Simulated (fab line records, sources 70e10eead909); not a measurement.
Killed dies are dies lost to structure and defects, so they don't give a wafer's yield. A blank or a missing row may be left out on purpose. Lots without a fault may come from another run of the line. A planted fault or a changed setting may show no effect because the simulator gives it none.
Chamber matching | flow nand_harc | NHARC_A_STAIRCASE_ETCHBACK_422 on rie_diel-01: 4 sister chambers
The step etches the open film in CH3F/O2, target depth 40 nm, time 74.286 s. 4 wafers are shown with their chamber, then 7 later ones without.

WAFERS WITH THEIR CHAMBER
wafer  | chamber | showerhead_plenum_p_Torr (Torr)
L079.6 | 0       | 2.33
L081.6 | 2       | 2.52
L082.1 | 1       | 2.34
L082.5 | 3       | 2.47

WAFERS WITHOUT THEIR CHAMBER
wafer  | showerhead_plenum_p_Torr (Torr)
L082.6 | 2.32
L085.4 | 2.52
L085.5 | 2.46
L085.6 | 2.32
L093.1 | 2.32
L093.2 | 2.46
L093.6 | 2.32

WHICH CHAMBER EACH WENT THROUGH
wafer  | from the rows above     | in truth
L082.6 | can't be placed: 0 or 1 | 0
L085.4 | 2                       | 2
L085.5 | 3                       | 3
L085.6 | can't be placed: 0 or 1 | 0
L093.1 | can't be placed: 0 or 1 | 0
L093.2 | 3                       | 3
L093.6 | can't be placed: 0 or 1 | 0
Placed correctly: 3 of 7. Can't be placed from these rows: 4 (the true chamber is among the candidates in 4). Placed wrongly: 0.
How it was worked out, from the rows above alone: a wafer's distance from a chamber is the root of the sum, over the readings, of the square of ((its reading less the chamber's mean) divided by the reading's scatter). The wafer belongs to the nearest chamber; if the next one is less than 2 further off, it can't be placed. A chamber's mean is the mean of its shown wafers. The scatter: with one shown wafer a chamber, the root of the mean of the squares of how far each hidden wafer lies from its nearest shown one.
